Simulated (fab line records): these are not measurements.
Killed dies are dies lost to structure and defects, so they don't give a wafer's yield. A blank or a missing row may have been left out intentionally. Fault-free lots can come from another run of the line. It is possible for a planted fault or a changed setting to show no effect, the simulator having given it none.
Struck lot and sound lot, side by side / flow n5_finfet / 15 out of 1938 route steps
Sound: the wafers L775.1, L775.3, L775.5. Struck: wafers L776.1, L776.3 (left out: L776.4, a lot-mate that was not struck); the cause follows at the end.
For every step that has rows: the tool of each side, followed by ch and its chambers, followed by its first start. Under that, the readings that differ: sound wafers / struck wafers / difference of the means / sigmas: that difference in standard deviations of wafers without a fault.
alike: a reading whose means differ by less than 2 such deviations, as well as words and numbers matching on both sides. not compared: withheld readings; readings where some wafer has no value; bounds like >300 that might hide an equal value; numbers whose values overlap and for which the record gives no deviation.
Wherever a step has rows on one side only, a row that says differs or no value, or a row with sigmas, the two part there. Non-overlapping numbers with no deviation appear without sigmas and do not part them. Lack of a reading on every wafer of one side parts them only where that side has two or more wafers.

first, 8 steps without rows for these wafers: N5_MIM_TOP_LITHO_HMDS_01 (time 60 s); N5_MIM_TOP_LITHO_COAT_02; N5_MIM_TOP_LITHO_EBR_04; N5_MIM_TOP_LITHO_SOFTBAKE_03 (time 90 s); N5_MIM_TOP_LITHO_EXPOSE_05 (exposes mask MIM TOP, target cd 2000 nm); N5_MIM_TOP_LITHO_PEB_06; N5_MIM_TOP_LITHO_DEVELOP_07 (develop time 60 s); N5_MIM_TOP_LITHO_HARDBAKE_09 (time 120 s).
N5_MIM_TOP_LITHO_CD_MEAS_08 targets a cd of 2000 nm.
  sound on cd_sem-01 ch 0, day 14 09:23; struck on cd_sem-03 ch 0, day 15 22:45
  alike: cd_nm
N5_MIM_TOP_LITHO_OVL_MEAS_11:
  sound on overlay-01 ch 0, day 14 09:25; struck on overlay-01 ch 0, day 15 22:47
  alike: MIM_TOP_OVL
N5_MIM_TOP_LITHO_INSPECT_12: inspects for defects (macro).
  sound on defect_inspect-01, day 14 09:26; struck on defect_inspect-01, day 15 22:49
  alike: raw_defect_count
N5_MIM_TOP_LITHO_DESCUM_10: chemistry O2, time 7.9 s.
  sound on rie_diel-02 ch 2,3, day 14 09:30; struck on rie_diel-06 ch 1,2, day 15 22:50
reading=throttle_valve_pct (%); sound=21.04 20.97 21.06; struck=20.24 20.48; difference=-0.66; sigmas=-3
  alike: drypump_motor_current_A, oes_product_au, rf_vpp_V, showerhead_plenum_p_Torr
  not compared: rf_hours_counter_h
N5_MIM_TOP_ETCH_ETCH_00: etches TiN in Cl2/BCl3, target depth 38.5 nm.
  sound on rie_metal-02 ch 0,1, day 14 09:35; struck on rie_metal-02 ch 1, day 15 22:56
reading=bias_w (W); sound=126.6 125.6 126.4; struck=144.5 144.3; difference=+18.2; sigmas=+48
reading=model.etch.depth_nm (nm); sound=37.82 38.17 37.6; struck=39.13 39.4; difference=+1.40; sigmas=
reading=model.MIM_TOP_ETCH.feature_depth_nm (nm); sound=37.8 38.2 37.6; struck=39.2 39.4; difference=+1.4; sigmas=
  alike: bcl3_flow_sccm, drypump_motor_current_A, mfc_cl2_sccm, oes_product_au, throttle_valve_pct
  not compared: rf_hours_counter_h
N5_MIM_TOP_ETCH_STRIP_01: strips in O2.
  sound on rie_diel-05 ch 0,1,3, day 14 09:44; struck on rie_diel-05 ch 1,2, day 15 23:04
  alike: drypump_motor_current_A, oes_product_au, rf_vpp_V, showerhead_plenum_p_Torr, throttle_valve_pct
  not compared: rf_hours_counter_h
next, for these wafers, 1 step has no rows: N5_PASSIVATION_PROBE_49.

WHERE THEY PART
First at N5_MIM_TOP_LITHO_DESCUM_10; last, within this record, at N5_MIM_TOP_ETCH_ETCH_00. Later steps at which nothing parts them and some readings are alike: N5_MIM_TOP_ETCH_STRIP_01.

WHY: what had been put in by the simulator
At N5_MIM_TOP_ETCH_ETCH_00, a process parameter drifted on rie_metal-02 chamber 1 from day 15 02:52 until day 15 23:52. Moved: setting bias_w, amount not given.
